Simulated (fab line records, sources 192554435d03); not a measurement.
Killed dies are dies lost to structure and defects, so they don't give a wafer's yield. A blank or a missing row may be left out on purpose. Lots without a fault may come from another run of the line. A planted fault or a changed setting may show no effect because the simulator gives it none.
Which tool did it? | flow n5_finfet | 11 lots, 32 wafers sampled, at 3 steps of a route of 1938

WHAT THE GAUGES READ, wafer by wafer
N5_BEOL_M15_CD_MEAS_10: target cd 360 nm.
lot  | measured     | on        | cd_nm (nm)
L715 | day 11 02:42 | cd_sem-01 | 361.6 359.0 364.4
L716 | day 11 14:47 | cd_sem-03 | 360.6 359.3
L717 | day 11 18:21 | cd_sem-02 | 361.5 360.8 359.8
L719 | day 12 06:54 | cd_sem-01 | 361.8 361.4 360.2
L718 | day 12 07:06 | cd_sem-02 | 358.2 356.5 357.6
L724 | day 13 22:06 | cd_sem-03 | 360.3 359.0 359.5
L728 | day 14 19:55 | cd_sem-01 | 389.7 392.1 358.1
L726 | day 14 20:16 | cd_sem-01 | 359.5 393.2 360.4
L729 | day 15 02:54 | cd_sem-02 | 389.8 356.9 358.9
L738 | day 17 05:05 | cd_sem-03 | 362.6 361.4 360.2
L737 | day 17 12:22 | cd_sem-03 | 361.1 359.8 358.9

WHICH TOOL RAN EACH LOT (tool, then ch and the chambers of the sampled wafers, then the start)
lot  | N5_BEOL_M14_SPUTTER_43       | N5_BEOL_M15_EXPOSE_07
L715 | pvd_sputter-01, day 11 00:46 | krf_scanner-01 ch 0, day 11 02:32
L716 | pvd_sputter-03, day 11 12:58 | krf_scanner-01 ch 0, day 11 14:37
L717 | pvd_sputter-01, day 11 16:31 | krf_scanner-01 ch 0, day 11 18:11
L719 | pvd_sputter-03, day 12 04:58 | krf_scanner-02 ch 0, day 12 06:44
L718 | pvd_sputter-02, day 12 05:18 | krf_scanner-02 ch 0, day 12 06:56
L724 | pvd_sputter-03, day 13 20:10 | krf_scanner-02 ch 0, day 13 21:56
L728 | pvd_sputter-03, day 14 17:55 | krf_scanner-02 ch 0, day 14 19:44
L726 | pvd_sputter-01, day 14 18:11 | krf_scanner-02 ch 0, day 14 20:05
L729 | pvd_sputter-02, day 15 00:57 | krf_scanner-02 ch 0, day 15 02:44
L738 | pvd_sputter-01, day 17 01:16 | krf_scanner-01 ch 0, day 17 04:55
L737 | pvd_sputter-03, day 17 10:26 | krf_scanner-01 ch 0, day 17 12:11
- N5_BEOL_M14_SPUTTER_43: material TaN, target thk 15 nm, time 24.19 s.
- N5_BEOL_M15_EXPOSE_07: exposes mask V14.

THE ANSWER, worked out from the rows above alone
Rule: what is usual is taken from the lots themselves. Put in order of their means at a reading, lots are off if they are a third of the lots or fewer, leave a main group of 4 or more, and stand apart from it by a gap of 3 or more times the standard deviation of the main group's means; of several such gaps the widest counts. A main group whose means are all the same, to the digits that the tables above print for the reading, isn't used. A lot without any number at a reading at which 4 lots or more have one is off too. The other lots that the step has rows for count as sound.
Off: L728, L726, L729, at N5_BEOL_M15_CD_MEAS_10 (cd_nm). The main group: mean 360.2 nm, standard deviation 1.3.
A tool fits if, at a process step before that reading, it ran every lot that is off, and no sound lot after the first of them. The gauges at N5_BEOL_M15_CD_MEAS_10 are tried like those tools. One fits: krf_scanner-02 at N5_BEOL_M15_EXPOSE_07. Its last sound lot is L724 (day 13 21:56), its first lot that is off L728 (day 14 19:44): a fault that began between those two fits.

WHAT THE SIMULATOR HAD PUT IN
Process parameter drift: krf_scanner-02, from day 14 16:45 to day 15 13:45, at N5_BEOL_M15_EXPOSE_07. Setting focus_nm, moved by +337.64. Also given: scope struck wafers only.
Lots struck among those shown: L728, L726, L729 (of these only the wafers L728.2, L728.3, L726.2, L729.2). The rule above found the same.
